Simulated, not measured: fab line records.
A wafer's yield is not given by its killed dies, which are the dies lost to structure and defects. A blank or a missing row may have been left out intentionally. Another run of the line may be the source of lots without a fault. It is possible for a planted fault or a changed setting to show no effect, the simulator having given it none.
Which tool is to blame?	flow n5Finfet	24 lots, 72 wafers sampled, at 5 steps of a route of 1938

WHAT THE GAUGES READ, wafer by wafer
N5_FIN_CUT_CD_MEAS_08: the cd target is 29.1 nm.
lot	measured	on	cdNm (nm)
L074	day 2 02:48	cdSem-01	28.81 29.02 29.26
L075	day 2 10:48	cdSem-03	28.68 28.99 29.30
L076	day 2 14:53	cdSem-03	29.43 29.07 28.71
L077	day 2 21:14	cdSem-01	29.07 28.68 29.35
L078	day 3 02:14	cdSem-03	28.88 28.99 28.75
L079	day 3 10:31	cdSem-02	28.75 29.21 29.17
L080	day 3 16:36	cdSem-02	29.29 28.77 28.98
L081	day 3 20:58	cdSem-02	29.38 29.03 29.50
L082	day 4 03:25	cdSem-02	28.98 28.88 29.27
L083	day 4 08:50	cdSem-03	29.26 29.26 29.02
L084	day 4 14:21	cdSem-03	29.11 28.92 29.23
L085	day 4 21:54	cdSem-02	28.85 28.72 29.10
L086	day 5 06:58	cdSem-02	29.00 29.03 28.93
L087	day 5 10:46	cdSem-02	28.76 29.47 29.45
L088	day 5 15:02	cdSem-03	29.20 28.58 28.93
L089	day 5 21:35	cdSem-02	29.38 28.91 29.28
L090	day 6 02:22	cdSem-03	28.98 28.96 28.82
L091	day 6 08:16	cdSem-03	29.31 29.10 29.40
L092	day 6 14:48	cdSem-02	28.97 28.70 28.83
L093	day 6 21:53	cdSem-01	28.70 29.07 28.54
L094	day 7 03:38	cdSem-01	29.33 29.39 29.28
L095	day 7 10:19	cdSem-03	28.88 28.85 29.32
L096	day 7 16:29	cdSem-03	29.23 29.14 29.19
L097	day 7 22:16	cdSem-03	28.97 29.04 29.03

N5_DUMMY_GATE_INSPECT_17: inspects for defects (brightfield).
lot	measured	on	rawDefectCount
L074	day 3 00:20	defectInspect-01	221 165 191
L075	day 3 09:40	defectInspect-01	156 210 142
L076	day 3 09:42	defectInspect-02	300 216 168
L077	day 3 21:14	defectInspect-02	235 151 214
L078	day 3 21:16	defectInspect-01	142 156 180
L079	day 4 06:58	defectInspect-01	135 184 123
L080	day 4 18:59	defectInspect-02	202 242 203
L081	day 4 15:38	defectInspect-02	215 225 170
L082	day 4 23:34	defectInspect-01	186 193 95
L083	day 5 05:20	defectInspect-02	133 250 161
L084	day 5 13:19	defectInspect-02	180 228 192
L085	day 5 20:05	defectInspect-02	188 165 178
L086	day 6 04:50	defectInspect-01	202 129 198
L087	day 6 08:19	defectInspect-02	221 217 195
L088	day 6 11:53	defectInspect-01	292 244 149
L089	day 6 16:31	defectInspect-02	282 271 196
L090	day 6 21:46	defectInspect-01	242 243 228
L091	day 7 02:56	defectInspect-02	211 175 176
L092	day 7 10:27	defectInspect-01	126 137 171
L093	day 7 16:36	defectInspect-01	141 277 202
L094	day 7 22:54	defectInspect-01	218 206 130
L095	day 8 05:11	defectInspect-02	273 223 238
L096	day 8 13:37	defectInspect-01	105 135 97
L097	day 8 16:50	defectInspect-01	112 129 86

WHICH TOOL RAN EACH LOT (tool, then ch and the chambers of the sampled wafers, then the start)
lot	N5_FIN_CUT_STRIP_24	N5_FIN_CUT_CUT_ETCH_28	N5_STI_FIN_REVEAL_RECESS_09
L074	rieDiel-06 ch 0,2, day 2 03:28	rieSi-04 ch 2,3, day 2 03:43	vaporEtch-02 ch 0,1, day 2 11:02
L075	rieDiel-03 ch 0,3, day 2 11:20	rieSi-02 ch 0,3, day 2 11:37	vaporEtch-01 ch 0,1, day 2 18:54
L076	rieDiel-06 ch 0,1,2, day 2 15:25	rieSi-03 ch 0,2,3, day 2 15:41	vaporEtch-02 ch 0,1, day 2 22:13
L077	rieDiel-06 ch 1,2,3, day 2 22:08	rieSi-02 ch 0,2,3, day 2 22:44	vaporEtch-01 ch 0,1, day 3 05:19
L078	rieDiel-03 ch 1,2, day 3 02:46	rieSi-04 ch 1,2,3, day 3 03:02	vaporEtch-01 ch 0,1, day 3 09:23
L079	rieDiel-06 ch 0,1,3, day 3 11:04	rieSi-03 ch 0,1,3, day 3 11:19	vaporEtch-01 ch 0,1, day 3 17:37
L080	rieDiel-04 ch 0,1,2, day 3 17:16	rieSi-03 ch 1,3, day 3 17:32	vaporEtch-01 ch 0,1, day 4 00:19
L081	rieDiel-04 ch 0,2,3, day 3 21:30	rieSi-03 ch 1,2,3, day 3 21:46	vaporEtch-02 ch 0,1, day 4 04:13
L082	rieDiel-03 ch 2,3, day 4 03:57	rieSi-02 ch 0,1,2, day 4 04:13	vaporEtch-02 ch 0,1, day 4 10:36
L083	rieDiel-04 ch 0,1,3, day 4 09:23	rieSi-02 ch 0,2, day 4 09:39	vaporEtch-01 ch 0,1, day 4 15:52
L084	rieDiel-03 ch 0,1, day 4 14:53	rieSi-03 ch 2,3, day 4 15:10	vaporEtch-02 ch 0,1, day 4 21:24
L085	rieDiel-03 ch 0,1,2, day 4 22:26	rieSi-02 ch 0,1,2, day 4 22:43	vaporEtch-01 ch 0,1, day 5 06:35
L086	rieDiel-03 ch 1,2, day 5 07:30	rieSi-02 ch 0,1,2, day 5 07:46	vaporEtch-02 ch 0,1, day 5 14:23
L087	rieDiel-03 ch 1,2, day 5 11:18	rieSi-02 ch 1,2,3, day 5 11:34	vaporEtch-01 ch 0,1, day 5 18:42
L088	rieDiel-06 ch 1,2, day 5 15:34	rieSi-03 ch 1,2,3, day 5 15:50	vaporEtch-01 ch 0,1, day 5 22:20
L089	rieDiel-06 ch 0,3, day 5 22:07	rieSi-03 ch 0,1,2, day 5 22:23	vaporEtch-01 ch 0,1, day 6 04:49
L090	rieDiel-04 ch 0,2,3, day 6 02:54	rieSi-04 ch 0,1,3, day 6 03:10	vaporEtch-01 ch 0,1, day 6 09:35
L091	rieDiel-04 ch 1,2,3, day 6 08:48	rieSi-03 ch 1,2,3, day 6 09:04	vaporEtch-02 ch 0,1, day 6 15:19
L092	rieDiel-03 ch 1,2, day 6 15:21	rieSi-02 ch 0,3, day 6 15:41	vaporEtch-01 ch 0,1, day 6 22:31
L093	rieDiel-06 ch 0,2,3, day 6 22:26	rieSi-02 ch 0,2,3, day 6 22:41	vaporEtch-01 ch 0,1, day 7 05:42
L094	rieDiel-04 ch 0,1, day 7 04:10	rieSi-02 ch 1,2,3, day 7 04:26	vaporEtch-01 ch 0,1, day 7 11:23
L095	rieDiel-06 ch 2,3, day 7 10:58	rieSi-04 ch 0,2, day 7 11:14	vaporEtch-01 ch 0, day 7 17:35
L096	rieDiel-04 ch 1,2,3, day 7 17:01	rieSi-02 ch 0,1,2, day 7 17:17	vaporEtch-01 ch 0,1, day 7 23:32
L097	rieDiel-04 ch 0,1,2, day 7 22:49	rieSi-03 ch 0,3, day 7 23:05	vaporEtch-01 ch 0,1, day 8 05:21
- N5_FIN_CUT_STRIP_24: strips in CF4.
- N5_FIN_CUT_CUT_ETCH_28: etches Si in HBr/Cl2/O2, target depth 6 nm, time 2.4 s.
- N5_STI_FIN_REVEAL_RECESS_09: chemistry HF/NH3, target SiO2, afs cycles 11, target depth 42.5 nm, sublimation time 60 s.

AS READ BY THE TOOLS THEMSELVES (means over the sampled wafers that have a number; for cases with no such wafer, the mark the record gives instead)
N5_FIN_CUT_STRIP_24.
lot	tool	drypumpMotorCurrentA (A)	oesProductAu (a.u.)	rfVppV (V)	showerheadPlenumPTorr (Torr)	throttleValvePct (%)
L074	rieDiel-06	5.6	0.69	271.7	1.80	13.62
L075	rieDiel-03	6.0	0.68	269.4	1.71	13.77
L076	rieDiel-06	6.0	0.69	272.1	1.83	13.68
L077	rieDiel-06	6.1	0.74	272.5	1.82	13.59
L078	rieDiel-03	5.2	0.74	271.3	1.77	13.71
L079	rieDiel-06	6.3	0.73	271.9	1.83	13.63
L080	rieDiel-04	5.5	0.79	271.1	1.79	13.56
L081	rieDiel-04	5.8	0.78	271.2	1.78	13.65
L082	rieDiel-03	5.5	0.71	269.1	1.72	13.83
L083	rieDiel-04	5.5	0.77	272.0	1.83	13.52
L084	rieDiel-03	5.6	0.74	271.6	1.81	13.65
L085	rieDiel-03	5.5	0.72	270.0	1.76	13.71
L086	rieDiel-03	5.3	0.75	271.5	1.82	13.68
L087	rieDiel-03	5.3	0.74	271.1	1.82	13.69
L088	rieDiel-06	5.9	0.69	271.0	1.80	13.68
L089	rieDiel-06	5.9	0.90	272.6	1.82	13.26
L090	rieDiel-04	5.8	0.92	273.3	1.85	13.30
L091	rieDiel-04	5.2	0.85	272.5	1.85	13.25
L092	rieDiel-03	5.3	0.74	271.2	1.81	13.71
L093	rieDiel-06	5.8	0.88	270.4	1.80	13.23
L094	rieDiel-04	5.2	0.75	271.8	1.83	13.48
L095	rieDiel-06	5.8	0.82	270.6	1.79	13.35
L096	rieDiel-04	5.2	0.82	272.1	1.85	13.29
L097	rieDiel-04	5.5	0.81	272.7	1.85	13.43

N5_FIN_CUT_CUT_ETCH_28.
lot	tool	drypumpMotorCurrentA (A)	oesProductAu (a.u.)	throttleValvePct (%)
L074	rieSi-04	6.0	1.030	37.4
L075	rieSi-02	6.3	1.004	37.0
L076	rieSi-03	5.6	1.007	37.1
L077	rieSi-02	6.3	1.008	37.0
L078	rieSi-04	5.7	1.019	37.4
L079	rieSi-03	5.5	1.014	37.0
L080	rieSi-03	5.6	1.014	37.4
L081	rieSi-03	5.7	1.007	37.5
L082	rieSi-02	5.8	1.010	37.1
L083	rieSi-02	6.1	1.008	36.9
L084	rieSi-03	5.8	1.010	37.5
L085	rieSi-02	5.8	1.011	37.1
L086	rieSi-02	5.8	1.009	37.1
L087	rieSi-02	5.9	1.011	37.2
L088	rieSi-03	5.7	1.006	37.5
L089	rieSi-03	5.7	1.008	37.3
L090	rieSi-04	5.7	0.993	37.4
L091	rieSi-03	5.7	1.007	37.5
L092	rieSi-02	6.4	1.004	37.0
L093	rieSi-02	6.3	1.006	37.0
L094	rieSi-02	5.9	1.008	37.3
L095	rieSi-04	6.0	0.985	37.5
L096	rieSi-02	5.8	1.005	37.1
L097	rieSi-03	5.5	1.013	36.7

N5_STI_FIN_REVEAL_RECESS_09.
lot	tool	drypumpMotorCurrentA (A)
L074	vaporEtch-02	6.28
L075	vaporEtch-01	6.01
L076	vaporEtch-02	6.31
L077	vaporEtch-01	6.00
L078	vaporEtch-01	6.00
L079	vaporEtch-01	6.01
L080	vaporEtch-01	5.99
L081	vaporEtch-02	6.30
L082	vaporEtch-02	6.24
L083	vaporEtch-01	6.00
L084	vaporEtch-02	6.27
L085	vaporEtch-01	6.00
L086	vaporEtch-02	6.28
L087	vaporEtch-01	5.92
L088	vaporEtch-01	5.90
L089	vaporEtch-01	5.93
L090	vaporEtch-01	5.90
L091	vaporEtch-02	6.29
L092	vaporEtch-01	6.00
L093	vaporEtch-01	5.99
L094	vaporEtch-01	5.92
L095	vaporEtch-01	6.10
L096	vaporEtch-01	5.91
L097	vaporEtch-01	6.00

THE ANSWER, worked out from the rows above alone
Rule: usual is defined by the lots themselves. Put in order of their means at a reading, lots are off if they are a third of the lots or fewer, leave a main group of 4 or more, and stand apart from it by a gap of 3 or more times the standard deviation of the main group's means; of several such gaps the widest counts. The tables above print the reading to a certain number of digits; a main group whose means all agree to those digits is not used. Also off: a lot with no number at a reading for which 4 or more lots have one. Where the step has rows for the other lots, those lots are counted as sound. Order of review: gauges by route order, followed by the tools' own readings, for which a lot's mean as printed above is used. The first step at which some lot is off is used, and at that step the reading that is off furthest; a lot without a number counts as furthest.
No lot is off on any of the readings shown, so nothing can be concluded from this.

WHAT THE SIMULATOR HAD PUT IN
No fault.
